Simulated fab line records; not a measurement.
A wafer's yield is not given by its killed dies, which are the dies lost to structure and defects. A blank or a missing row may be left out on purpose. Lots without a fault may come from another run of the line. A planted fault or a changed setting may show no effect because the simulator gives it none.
What tool caused it? | flow n5Finfet | 10 lots with 30 wafers sampled at 2 steps, on a route of 1938 steps

WHAT EACH GAUGE READ, for each wafer
N5_BEOL_M6_OVL_MEAS_29. Usual: for V5_OVL the level is 0.0 nm and the standard deviation is 0.59.
lot  | measured     | on         | V5_OVL (nm)   | flag
L956 | day 10 09:14 | overlay-01 | 0.4 -0.1 0.5  | 
L957 | day 10 12:24 | overlay-02 | 0.1 -0.4 0.3  | 
L959 | day 11 01:45 | overlay-02 | 0.6 0.1 0.7   | 
L961 | day 11 12:37 | overlay-01 | -0.4 1.0 0.4  | 
L960 | day 11 13:02 | overlay-02 | 0.2 0.1 0.3   | 
L965 | day 12 17:35 | overlay-02 | -0.4 0.3 -0.1 | 
L967 | day 12 21:47 | overlay-01 | -0.5 0.0 -0.5 | 
L972 | day 14 11:07 | overlay-02 | -0.4 0.6 0.9  | 
L974 | day 14 22:44 | overlay-01 | -0.7 0.4 -0.7 | 
L975 | day 15 02:29 | overlay-01 | -0.4 0.3 -0.7 | 

EACH LOT AND THE TOOL THAT RAN IT (in order: tool; ch and the chambers of the sampled wafers; start)
lot  | N5_BEOL_M6_ETCH_61
L956 | rieDiel-03 ch 0,1, day 10 08:26
L957 | rieDiel-03 ch 0,1,3, day 10 10:11
L959 | rieDiel-01 ch 0,1,2, day 11 00:00
L961 | rieDiel-03 ch 1,2, day 11 11:16
L960 | rieDiel-03 ch 1,2,3, day 11 12:05
L965 | rieDiel-01 ch 1,2,3, day 12 16:13
L967 | rieDiel-01 ch 1,2,3, day 12 19:16
L972 | rieDiel-01 ch 1,3, day 14 10:08
L974 | rieDiel-03 ch 1,2,3, day 14 21:51
L975 | rieDiel-04 ch 0,1,3, day 15 00:23
- N5_BEOL_M6_ETCH_61: etches SiARC in CF4, target depth 45.5 nm, time 75.8 s.

AS READ BY THE TOOLS THEMSELVES (means over the sampled wafers that have a number; for cases with no such wafer, the mark the record gives instead)
N5_BEOL_M6_ETCH_61. Usual: drypumpMotorCurrentA 5.8 A (standard deviation 0.35); etchRfOnTimeS 75.6 s (standard deviation 1.4); oesProductAu 0.69 a.u. (standard deviation 0.065); rfFwdPowerW 539.0 W (standard deviation 2.1); rfVppV 184.0 V (standard deviation 1.3); showerheadPlenumPTorr 2.13 Torr (standard deviation 0.078); throttleValvePct 15.60 % (standard deviation 0.29).
lot  | tool       | drypumpMotorCurrentA (A) | etchRfOnTimeS (s) | oesProductAu (a.u.) | rfFwdPowerW (W) | rfVppV (V) | showerheadPlenumPTorr (Torr) | throttleValvePct (%) | flag
L956 | rieDiel-03 | 5.9                      | 74.9              | 0.77                | 540.0           | 183.3      | 2.10                         | 15.29                | 
L957 | rieDiel-03 | 5.8                      | 75.1              | 0.73                | 537.4           | 184.0      | 2.09                         | 15.50                | 
L959 | rieDiel-01 | 6.1                      | 77.2              | 0.61                | 540.3           | 183.2      | 2.10                         | 15.55                | 
L961 | rieDiel-03 | 6.1                      | 75.3              | 0.72                | 540.3           | 184.5      | 2.14                         | 15.48                | 
L960 | rieDiel-03 | 5.9                      | 74.7              | 0.68                | 539.4           | 183.8      | 2.12                         | 15.70                | 
L965 | rieDiel-01 | 6.0                      | 74.9              | 0.68                | 539.9           | 183.3      | 2.09                         | 15.59                | 
L967 | rieDiel-01 | 6.0                      | 75.8              | 0.67                | 538.9           | 184.4      | 2.09                         | 15.60                | 
L972 | rieDiel-01 | 5.8                      | 73.2              | 0.68                | 539.7           | 183.1      | 2.07                         | 15.69                | 
L974 | rieDiel-03 | 5.9                      | 75.9              | 0.65                | 542.2           | 183.3      | 2.11                         | 15.75                | 
L975 | rieDiel-04 | 5.8                      | 76.2              | 0.67                | 539.1           | 185.0      | 2.19                         | 15.58                | 

THE ANSWER, worked out from the rows above alone
Rule: a lot counts as off when the mean over its wafers that have a number is more than 3 standard deviations away from the usual mean. A lot without any number at a reading at which 4 lots or more have one is off too. The other lots that the step has rows for count as sound. Order of review: gauges by route order, followed by the tools' own readings, for which a lot's mean as printed above is used. At the first step where some lot is off, the reading lying furthest off is the one used; lots without a number count as furthest.
Nothing can be told from this: no lot is off at any reading shown.

WHAT THE SIMULATOR HAD PUT IN
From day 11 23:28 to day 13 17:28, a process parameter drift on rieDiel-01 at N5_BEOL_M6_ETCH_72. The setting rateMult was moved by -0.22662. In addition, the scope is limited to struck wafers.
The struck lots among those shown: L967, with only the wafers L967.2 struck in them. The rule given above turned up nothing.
